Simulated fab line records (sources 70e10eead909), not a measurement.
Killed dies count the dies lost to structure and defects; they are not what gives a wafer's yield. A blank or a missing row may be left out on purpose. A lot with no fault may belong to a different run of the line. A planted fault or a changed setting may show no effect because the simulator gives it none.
Which of the tools did it? ; flow nand_harc ; Sampling: 6 lots, 18 wafers, 5 of 1159 route steps

## WHAT THE GAUGES READ, wafer by wafer
NHARC_END_SORT_01.
lot ; measured ; on ; killed_at_array

## WHICH TOOL RAN EACH LOT (tool, then ch and the chambers of the sampled wafers, then the start)
lot;NHARC_A_CONTACT_CVD_19;NHARC_A_BLC_SOFTBAKE_05;NHARC_A_BLC_ETCH_17;NHARC_A_BLC_ETCH_18
L862;cvd_w-01 ch 0,1, day 18 00:00 or earlier;litho_track-04 ch 0, day 18 00:00;rie_diel-11 ch 0,3, no start;rie_diel-11 ch 0,1,3, no start
L865;cvd_w-01 ch 0,1, day 19 11:00 or earlier;litho_track-04 ch 0, day 19 11:00;rie_diel-01 ch 0,1, no start;rie_diel-01 ch 1,3, no start
L871;cvd_w-01 ch 1, day 20 11:00 or earlier;litho_track-04 ch 0, day 20 11:00;rie_diel-13 ch 0,2,3, no start;rie_diel-13 ch 0,2,3, no start
L874;cvd_w-01 ch 1, day 21 16:00 or earlier;litho_track-01 ch 0, day 21 16:00;rie_diel-11 ch 0,3, no start;rie_diel-11 ch 0,3, no start
L879;cvd_w-01 ch 0,1, day 22 11:00 or earlier;litho_track-06 ch 0, day 22 11:00;rie_diel-01 ch 0,3, no start;rie_diel-01 ch 0,1,2, no start
L881;cvd_w-01 ch 0,1, day 23 02:00 or earlier;litho_track-01 ch 0, day 23 02:00;rie_diel-01 ch 1,2,3, no start;rie_diel-01 ch 1,3, no start
- NHARC_A_CONTACT_CVD_19: deposits W, target thk 300 nm, time 802 s.
- NHARC_A_BLC_SOFTBAKE_05: time 55 s.
- NHARC_A_BLC_ETCH_17: etches the open film in N2/H2, target depth 390 nm, time 609.38 s.
- NHARC_A_BLC_ETCH_18: etches the open film in C4F8/O2/Ar, target depth 910 nm.

## THE ANSWER, worked out from the rows above alone
Rule: what is usual is taken from the lots themselves. Put in order of their means at a reading, lots are off if they are a third of the lots or fewer, leave a main group of 4 or more, and stand apart from it by a gap of 3 or more times the standard deviation of the main group's means; of several such gaps the widest counts. If all means in a main group match to the digits the tables above print for the reading, that group is not used. A lot without any number at a reading at which 4 lots or more have one is off too. Any other lot the step has rows for is counted as sound.
None of the lots is off at any reading shown; this tells nothing.

## WHAT THE SIMULATOR HAD INSERTED
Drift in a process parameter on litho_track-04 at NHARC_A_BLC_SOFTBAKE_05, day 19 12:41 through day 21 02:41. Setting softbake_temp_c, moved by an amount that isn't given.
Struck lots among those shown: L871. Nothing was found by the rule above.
